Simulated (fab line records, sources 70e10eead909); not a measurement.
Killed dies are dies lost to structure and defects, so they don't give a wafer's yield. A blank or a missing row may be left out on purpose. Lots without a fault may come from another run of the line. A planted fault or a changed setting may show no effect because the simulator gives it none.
Chamber matching | flow nand_harc | NHARC_A_SGD_CUT_DEP_00 on pecvd-02: 3 sister chambers
The step deposits SiNx, target thk 50 nm. 3 wafers are shown with their chamber, then 10 later ones without.

WAFERS WITH THEIR CHAMBER
wafer  | chamber | heater_power_w (W)
L087.3 | 0       | 813
L096.1 | 1       | 602
L096.2 | 2       | 651

WAFERS WITHOUT THEIR CHAMBER
wafer  | heater_power_w (W)
L096.6 | 843
L094.2 | 603
L094.4 | 613
L094.5 | 832
L093.1 | 529
L093.3 | 846
L093.6 | 854
L097.3 | 713
L097.4 | 655
L097.6 | 746

WHICH CHAMBER EACH WENT THROUGH
wafer  | from the rows above          | in truth
L096.6 | 0                            | 0
L094.2 | can't be placed: 1 or 2      | 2
L094.4 | can't be placed: 1 or 2      | 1
L094.5 | 0                            | 0
L093.1 | can't be placed: 1 or 2      | 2
L093.3 | 0                            | 0
L093.6 | 0                            | 0
L097.3 | can't be placed: 2 or 0 or 1 | 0
L097.4 | can't be placed: 2 or 1      | 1
L097.6 | can't be placed: 0 or 2 or 1 | 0
Placed correctly: 4 of 10. Can't be placed from these rows: 6 (the true chamber is among the candidates in 6). Placed wrongly: 0.
How it was worked out, from the rows above alone: a wafer's distance from a chamber is the root of the sum, over the readings, of the square of ((its reading less the chamber's mean) divided by the reading's scatter). The wafer belongs to the nearest chamber; if the next one is less than 2 further off, it can't be placed. A chamber's mean is the mean of its shown wafers. The scatter: with one shown wafer a chamber, the root of the mean of the squares of how far each hidden wafer lies from its nearest shown one.
